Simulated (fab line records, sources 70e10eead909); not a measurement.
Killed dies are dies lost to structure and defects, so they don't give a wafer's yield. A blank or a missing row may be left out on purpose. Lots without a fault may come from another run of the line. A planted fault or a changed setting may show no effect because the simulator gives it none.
Which tool did it? | flow nand_harc | 14 lots, 42 wafers sampled, at 4 steps of a route of 1302

WHAT THE GAUGES READ, wafer by wafer
The record holds no reading of a measuring or inspecting step that can be judged against a usual standard deviation.

WHICH TOOL RAN EACH LOT (tool, then ch and the chambers of the sampled wafers, then the start)
lot  | NHARC_A_M1_DEP_33               | NHARC_A_BONDPAD_ETCH_12            | NHARC_A_BONDPAD_STRIP_15           | NHARC_A_BONDPAD_PVD_27
L913 | pecvd-03 ch 0,1,2, day 23 08:17 | rie_diel-03 ch 0,1,2, day 23 10:26 | rie_diel-03 ch 1,2,3, day 23 10:40 | pvd_sputter-03, no start
L912 | pecvd-03 ch 0,2, day 23 11:23   | rie_diel-02 ch 0,2,3, day 23 13:27 | rie_diel-04 ch 0,1,3, day 23 13:40 | pvd_sputter-01, no start
L915 | pecvd-02 ch 1,2, day 24 12:31   | rie_diel-04 ch 0,3, day 24 14:30   | rie_diel-03 ch 0,1,2, day 24 14:45 | pvd_sputter-02, no start
L918 | pecvd-03 ch 1,2, day 24 21:46   | rie_diel-03 ch 0,3, day 24 23:46   | rie_diel-03 ch 1,3, day 24 23:59   | pvd_sputter-03, no start
L917 | pecvd-02 ch 0,1,2, day 26 06:56 | rie_diel-04 ch 0,3, day 26 09:08   | rie_diel-03 ch 1,2, day 26 09:23   | pvd_sputter-01, no start
L919 | pecvd-02 ch 0,2, day 26 22:26   | rie_diel-04 ch 0,3, day 27 00:35   | rie_diel-03 ch 0,1,2, day 27 00:49 | pvd_sputter-01, no start
L921 | pecvd-02 ch 1,2, day 27 04:48   | rie_diel-03 ch 0,1,3, day 27 06:58 | rie_diel-02 ch 1,3, day 27 07:11   | pvd_sputter-02, no start
L924 | pecvd-03 ch 0,1,2, day 27 21:23 | rie_diel-03 ch 0,2, day 27 23:33   | rie_diel-04 ch 0,1, day 27 23:47   | pvd_sputter-01, no start
L923 | pecvd-02 ch 0,1,2, day 28 02:49 | rie_diel-03 ch 0,1,2, day 28 04:50 | rie_diel-04 ch 0,1,3, day 28 05:04 | pvd_sputter-02, no start
L930 | pecvd-03 ch 0,1,2, day 29 23:52 | rie_diel-04 ch 2,3, day 30 02:02   | rie_diel-03 ch 1,2,3, day 30 02:17 | pvd_sputter-03, no start
L932 | pecvd-04 ch 0,1,2, day 31 19:38 | rie_diel-03 ch 0,1,2, day 31 21:45 | rie_diel-04 ch 0,1,3, day 31 21:59 | pvd_sputter-02, no start
L934 | pecvd-04 ch 0,1,2, day 32 01:52 | rie_diel-03 ch 1,2, day 32 04:02   | rie_diel-04 ch 0,1,3, day 32 04:14 | pvd_sputter-01, no start
L933 | pecvd-02 ch 0,1,2, day 32 10:39 | rie_diel-03 ch 1,2,3, day 32 12:51 | rie_diel-03 ch 1,2,3, day 32 13:05 | pvd_sputter-02, no start
L935 | pecvd-04 ch 0,1, day 33 04:38   | rie_diel-04 ch 0,1,3, day 33 06:42 | rie_diel-03 ch 1,2,3, day 33 06:56 | pvd_sputter-02, no start
- NHARC_A_M1_DEP_33: deposits SiCN, target thk 30 nm.
- NHARC_A_BONDPAD_ETCH_12: etches the open film in CHF3/O2, target depth 220 nm, time 110 s.
- NHARC_A_BONDPAD_STRIP_15: strips in O2.
- NHARC_A_BONDPAD_PVD_27: deposits Cu, target thk 30 nm, time 20.49 s.

WHAT THE TOOLS THEMSELVES READ (means of the sampled wafers that have a number; where no wafer has one, the mark that the record gives instead)
NHARC_A_M1_DEP_33. Usual: heater_power_w 592 W, standard deviation 53; rf_fwd_power_W 448.8 W, standard deviation 1.5.
lot  | tool     | heater_power_w (W) | rf_fwd_power_W (W) | flag
L913 | pecvd-03 | 614                | 446.6              |
L912 | pecvd-03 | 575                | 448.0              |
L915 | pecvd-02 | 619                | 447.7              |
L918 | pecvd-03 | 621                | 449.7              |
L917 | pecvd-02 | 589                | 447.3              |
L919 | pecvd-02 | 537                | 449.3              |
L921 | pecvd-02 | 600                | 449.3              |
L924 | pecvd-03 | 576                | 449.0              |
L923 | pecvd-02 | 571                | 447.5              |
L930 | pecvd-03 | 650                | 448.0              |
L932 | pecvd-04 | 607                | 449.8              |
L934 | pecvd-04 | 607                | 449.2              |
L933 | pecvd-02 | 565                | 448.9              |
L935 | pecvd-04 | 597                | 449.4              |

NHARC_A_BONDPAD_ETCH_12. Usual: drypump_motor_current_A 5.71 A, standard deviation 0.25; oes_product_au 0.939 a.u., standard deviation 0.022; rf_fwd_power_W 496.9 W, standard deviation 1.6; rf_vpp_V 370.0 V, standard deviation 2.4; showerhead_plenum_p_Torr 2.37 Torr, standard deviation 0.1; throttle_valve_pct 20.573 %, standard deviation 0.0081.
lot  | tool        | drypump_motor_current_A (A) | oes_product_au (a.u.) | rf_fwd_power_W (W) | rf_vpp_V (V) | showerhead_plenum_p_Torr (Torr) | throttle_valve_pct (%) | flag
L913 | rie_diel-03 | 5.67                        | 0.914                 | 496.1              | 369.0        | 2.33                            | 20.572                 |
L912 | rie_diel-02 | 5.77                        | 0.921                 | 496.4              | 369.1        | 2.35                            | 20.569                 |
L915 | rie_diel-04 | 5.83                        | 0.918                 | 496.0              | 372.1        | 2.47                            | 20.570                 |
L918 | rie_diel-03 | 5.46                        | 0.967                 | 497.0              | 367.8        | 2.27                            | 20.573                 |
L917 | rie_diel-04 | 5.87                        | 0.919                 | 496.8              | 371.4        | 2.41                            | 20.573                 |
L919 | rie_diel-04 | 5.88                        | 0.922                 | 497.8              | 372.2        | 2.41                            | 20.575                 |
L921 | rie_diel-03 | 5.56                        | 0.965                 | 496.9              | 368.5        | 2.29                            | 20.586                 |
L924 | rie_diel-03 | 5.82                        | 0.848                 | 431.2              | 369.7        | 2.35                            | 20.571                 | OFF
L923 | rie_diel-03 | 5.68                        | 0.847                 | 430.6              | 369.7        | 2.33                            | 20.561                 | OFF
L930 | rie_diel-04 | 5.82                        | 0.917                 | 495.1              | 370.7        | 2.41                            | 20.573                 |
L932 | rie_diel-03 | 5.67                        | 0.942                 | 495.8              | 369.6        | 2.33                            | 20.578                 |
L934 | rie_diel-03 | 5.76                        | 0.962                 | 495.7              | 369.4        | 2.35                            | 20.573                 |
L933 | rie_diel-03 | 5.77                        | 0.958                 | 496.0              | 369.5        | 2.32                            | 20.580                 |
L935 | rie_diel-04 | 5.76                        | 0.927                 | 498.5              | 372.3        | 2.45                            | 20.572                 |

NHARC_A_BONDPAD_STRIP_15. Usual: drypump_motor_current_A 5.73 A, standard deviation 0.25; oes_product_au 1.000 a.u., standard deviation 0.01; rf_vpp_V 57.8 V, standard deviation 0.86; showerhead_plenum_p_Torr 3.53 Torr, standard deviation 0.15; throttle_valve_pct 17.036 %, standard deviation 0.0096.
lot  | tool        | drypump_motor_current_A (A) | oes_product_au (a.u.) | rf_vpp_V (V) | showerhead_plenum_p_Torr (Torr) | throttle_valve_pct (%) | flag
L913 | rie_diel-03 | 5.79                        | 0.995                 | 57.4         | 3.42                            | 17.034                 |
L912 | rie_diel-04 | 5.75                        | 1.005                 | 59.0         | 3.62                            | 17.035                 |
L915 | rie_diel-03 | 5.68                        | 0.988                 | 57.3         | 3.43                            | 17.039                 |
L918 | rie_diel-03 | 5.63                        | 0.989                 | 57.4         | 3.39                            | 17.033                 |
L917 | rie_diel-03 | 5.91                        | 0.990                 | 56.8         | 3.48                            | 17.038                 |
L919 | rie_diel-03 | 5.67                        | 0.998                 | 57.6         | 3.43                            | 17.033                 |
L921 | rie_diel-02 | 5.93                        | 1.019                 | 57.9         | 3.51                            | 17.033                 |
L924 | rie_diel-04 | 5.72                        | 0.996                 | 57.9         | 3.69                            | 17.041                 |
L923 | rie_diel-04 | 5.75                        | 0.996                 | 57.2         | 3.61                            | 17.033                 |
L930 | rie_diel-03 | 5.77                        | 0.995                 | 58.3         | 3.42                            | 17.035                 |
L932 | rie_diel-04 | 5.75                        | 1.003                 | 57.8         | 3.61                            | 17.033                 |
L934 | rie_diel-04 | 5.76                        | 1.000                 | 58.0         | 3.61                            | 17.037                 |
L933 | rie_diel-03 | 5.80                        | 0.995                 | 58.1         | 3.42                            | 17.040                 |
L935 | rie_diel-03 | 5.79                        | 0.994                 | 57.7         | 3.42                            | 17.041                 |

NHARC_A_BONDPAD_PVD_27. Usual: throttle_valve_pct 30.4 %, standard deviation 1.2.
lot  | tool           | throttle_valve_pct (%) | flag
L913 | pvd_sputter-03 | 31.5                   |
L912 | pvd_sputter-01 | 29.6                   |
L915 | pvd_sputter-02 | 31.5                   |
L918 | pvd_sputter-03 | 29.6                   |
L917 | pvd_sputter-01 | 29.7                   |
L919 | pvd_sputter-01 | 29.6                   |
L921 | pvd_sputter-02 | 31.5                   |
L924 | pvd_sputter-01 | 29.9                   |
L923 | pvd_sputter-02 | 31.1                   |
L930 | pvd_sputter-03 | 30.0                   |
L932 | pvd_sputter-02 | 31.0                   |
L934 | pvd_sputter-01 | 29.2                   |
L933 | pvd_sputter-02 | 31.0                   |
L935 | pvd_sputter-02 | 31.1                   |

THE ANSWER, worked out from the rows above alone
Rule: a lot is off if the mean of its wafers that have a number lies more than 3 standard deviations from the usual mean. A lot without any number at a reading at which 4 lots or more have one is off too. The other lots that the step has rows for count as sound. The gauges are gone through in route order, then the tools' own readings, and for those a lot's mean is taken as printed above. The first step at which some lot is off is used, and at that step the reading that is off furthest; a lot without a number counts as furthest.
Off: L924, L923, at NHARC_A_BONDPAD_ETCH_12 (rf_fwd_power_W).
A tool fits if, at that step or a process step before it, it ran every lot that is off, and no sound lot after the first of them. None of those tried fits.

WHAT THE SIMULATOR HAD PUT IN
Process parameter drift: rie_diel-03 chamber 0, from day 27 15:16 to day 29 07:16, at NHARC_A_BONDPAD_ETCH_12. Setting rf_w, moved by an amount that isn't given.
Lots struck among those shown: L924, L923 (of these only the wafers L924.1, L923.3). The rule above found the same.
